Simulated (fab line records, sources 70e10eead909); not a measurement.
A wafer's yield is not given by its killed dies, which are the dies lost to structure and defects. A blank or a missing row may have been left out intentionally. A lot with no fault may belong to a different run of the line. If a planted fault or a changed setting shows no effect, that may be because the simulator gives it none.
Matching of chambers    flow nand_harc    pecvd-01 running NHARC_P_M2_PRE_CLEAN_32: 3 sister chambers
The step time 12 s. 20 wafers are shown with their chamber, then 10 later ones without.

WAFERS PAIRED WITH THEIR CHAMBERS
wafer   chamber  heater_power_w (W)
L075.1  2        589
L075.2  1        676
L075.5  2        583
L076.1  0        534
L076.3  2        567
L076.6  1        698
L078.2  2        585
L078.4  1        686
L078.5  0        485
L080.4  1        677
L080.5  0        514
L080.6  2        511
L081.1  2        575
L081.2  1        719
L081.3  0        528
L084.2  1        725
L084.3  0        487
L084.6  0        484
L085.1  0        518
L085.4  0        514

SIGNATURES, as means of the wafers listed above
reading         chamber 0  chamber 1  chamber 2  scatter within a chamber
heater_power_w  508.00     696.83     568.33     23.4
Rule: for each reading, subtract the chamber's mean from the wafer's reading, divide by that reading's scatter and square the result; add these up over the readings and take the root, which gives the wafer's distance from the chamber. If the next closest chamber is less than 2 further off than the closest, the wafer can't be placed; otherwise it belongs to the closest. The scatter: take each reading less its chamber's mean, square it, sum over the shown wafers, divide by the number of wafers less the number of chambers, and take the root.

WAFERS MISSING THEIR CHAMBER
wafer   heater_power_w (W)
L085.6  516
L086.1  508
L086.2  673
L086.6  670
L088.1  664
L088.2  531
L088.4  533
L097.2  509
L097.3  539
L097.6  513

WHICH CHAMBER EACH ONE RAN IN
wafer   from the rows above      in truth
L085.6  can't be placed: 0 or 2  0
L086.1  0                        0
L086.2  1                        1
L086.6  1                        1
L088.1  1                        1
L088.2  can't be placed: 0 or 2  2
L088.4  can't be placed: 0 or 2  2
L097.2  0                        0
L097.3  can't be placed: 2 or 0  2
L097.6  0                        0
Placed correctly: 6 of 10. Can't be placed from these rows: 4 (the true chamber is among the candidates in 4). Number placed wrongly: 0.
